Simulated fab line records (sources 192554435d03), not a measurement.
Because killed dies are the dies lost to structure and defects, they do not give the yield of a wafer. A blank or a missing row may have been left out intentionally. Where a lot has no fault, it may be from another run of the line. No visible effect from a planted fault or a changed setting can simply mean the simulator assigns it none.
Tool commonality check	flow n5 finfet	Sampled: 10 lots, 27 wafers

## THE REASON FOR OPENING IT
N5_MOL_CONTACT_COAG_OVL_MEAS_09, reading CA_OVL: flagged on 2 of 10 lots. No-fault wafers: -0.2 nm, standard deviation 0.64.
Rule: a lot gets a flag if all its wafers with a number sit over 4 standard deviations from that mean, or if no wafer of it has a number. The rest of the lots are taken to be sound.

lot	measured	on	CA_OVL (nm), wafer by wafer	flag
L815	day 5 06:01	overlay-02	0.9 0.1	
L816	day 5 09:07	overlay-02	-1.2 -0.5 -1.2	
L818	day 5 21:31	overlay-01	-0.6 0.0 -0.1	
L820	day 6 10:46	overlay-02	0.3 -0.8 -0.4	
L821	day 6 19:13	overlay-02	-0.2 -0.1 0.6	
L822	day 6 21:44	overlay-01	0.3 0.1	
L824	day 7 06:55	overlay-02	-0.8 -0.4 -0.4	
L832	day 9 12:38	overlay-02	11.3 10.8 11.4	FLAGGED
L834	day 9 20:15	overlay-02	11.9 11.5 11.9	FLAGGED
L836	day 10 11:07	overlay-01	-0.5 -0.1	
On average the flagged lots' numbers are 11.5 nm, which is +11.7 nm against the usual, or +18 standard deviations.

## WHICH TOOL EACH LOT WENT THROUGH
3 process steps preceding the reading are held in the record, out of 1938 steps in the route. In each cell: the tool, then ch and the chambers that the sampled wafers went through, then the start.
lot	flag	N5_GATE_CUT_ETCH_47	N5_GATE_CUT_VAPOR_ETCH_49	N5_MOL_CONTACT_COAG_EXPOSE_05
L815		rie metal-03 ch 1, day 5 02:15	rie metal-03 ch 1, day 5 02:19	euv scanner-02 ch 0, day 5 05:51
L816		rie metal-01 ch 0,1, day 5 05:58	rie metal-01 ch 0,1, day 5 06:01	euv scanner-02 ch 0, day 5 08:58
L818		rie metal-01 ch 0, day 5 18:15	rie metal-01 ch 0, day 5 18:22	euv scanner-02 ch 0, day 5 21:21
L820		rie metal-01 ch 0, day 6 07:23	rie metal-01 ch 0, day 6 07:30	euv scanner-01 ch 0, day 6 10:37
L821		rie metal-01 ch 0,1, day 6 15:46	rie metal-01 ch 0,1, day 6 15:50	euv scanner-01 ch 0, day 6 19:04
L822		rie metal-01 ch 0,1, day 6 18:28	rie metal-01 ch 0,1, day 6 18:31	euv scanner-01 ch 0, day 6 21:35
L824		rie metal-01 ch 0,1, day 7 03:44	rie metal-01 ch 0,1, day 7 03:47	euv scanner-02 ch 0, day 7 06:45
L832	FLAGGED	rie metal-03 ch 1, day 9 09:14	rie metal-03 ch 1, day 9 09:21	euv scanner-01 ch 0, day 9 12:28
L834	FLAGGED	rie metal-02 ch 0,1, day 9 16:59	rie metal-02 ch 0,1, day 9 17:02	euv scanner-01 ch 0, day 9 20:05
L836		rie metal-01 ch 0,1, day 10 07:58	rie metal-01 ch 0,1, day 10 08:02	euv scanner-02 ch 0, day 10 10:58
What the steps here do:
- N5_GATE_CUT_ETCH_47: etches SiO2 in Cl2/BCl3, target depth 10 nm.
- N5_GATE_CUT_VAPOR_ETCH_49: etches TiAlC in BCl3/Cl2.
- N5_MOL_CONTACT_COAG_EXPOSE_05: exposes mask CA, defocus 0 nm.
- N5_MOL_CONTACT_COAG_OVL_MEAS_09

## FLAGGED AGAINST TOTAL, ONE TOOL AT A TIME (gauges that did the reading follow at the end)
step	tool	lots run	flagged	share of the flagged lots	sound lots run after its first flagged lot
N5_GATE_CUT_ETCH_47	rie metal-01	7	0	none	-
N5_GATE_CUT_ETCH_47	rie metal-02	1	1	some	0
N5_GATE_CUT_ETCH_47	rie metal-03	2	1	some	0
N5_GATE_CUT_VAPOR_ETCH_49	rie metal-01	7	0	none	-
N5_GATE_CUT_VAPOR_ETCH_49	rie metal-02	1	1	some	0
N5_GATE_CUT_VAPOR_ETCH_49	rie metal-03	2	1	some	0
N5_MOL_CONTACT_COAG_EXPOSE_05	euv scanner-01	5	2	all	0
N5_MOL_CONTACT_COAG_EXPOSE_05	euv scanner-02	5	0	none	-
N5_MOL_CONTACT_COAG_OVL_MEAS_09	overlay-01	3	0	none	-
N5_MOL_CONTACT_COAG_OVL_MEAS_09	overlay-02	7	2	all	0

## WHAT IS ALLOWED BY THE TABLE
Rows of the table that ran all the flagged lots, 2 in number: euv scanner-01 at N5_MOL_CONTACT_COAG_EXPOSE_05; overlay-02 at N5_MOL_CONTACT_COAG_OVL_MEAS_09.
- euv scanner-01 at N5_MOL_CONTACT_COAG_EXPOSE_05: 2 of its 5 lots flagged. A fault beginning between L822 (day 6 21:35), its last sound lot, and L832 (day 9 12:28), its first flagged one, fits the data.
- overlay-02 at N5_MOL_CONTACT_COAG_OVL_MEAS_09: 2 of its 7 lots flagged. A fault beginning between L824 (day 7 06:55), its last sound lot, and L832 (day 9 12:38), its first flagged one, fits the data.
Counting lots can't tell these 2 tools apart, because each fits a fault that began at some hour. More lots, or a look at what each step does to the wafer, might.

## WHAT WAS PUT IN BY THE SIMULATOR
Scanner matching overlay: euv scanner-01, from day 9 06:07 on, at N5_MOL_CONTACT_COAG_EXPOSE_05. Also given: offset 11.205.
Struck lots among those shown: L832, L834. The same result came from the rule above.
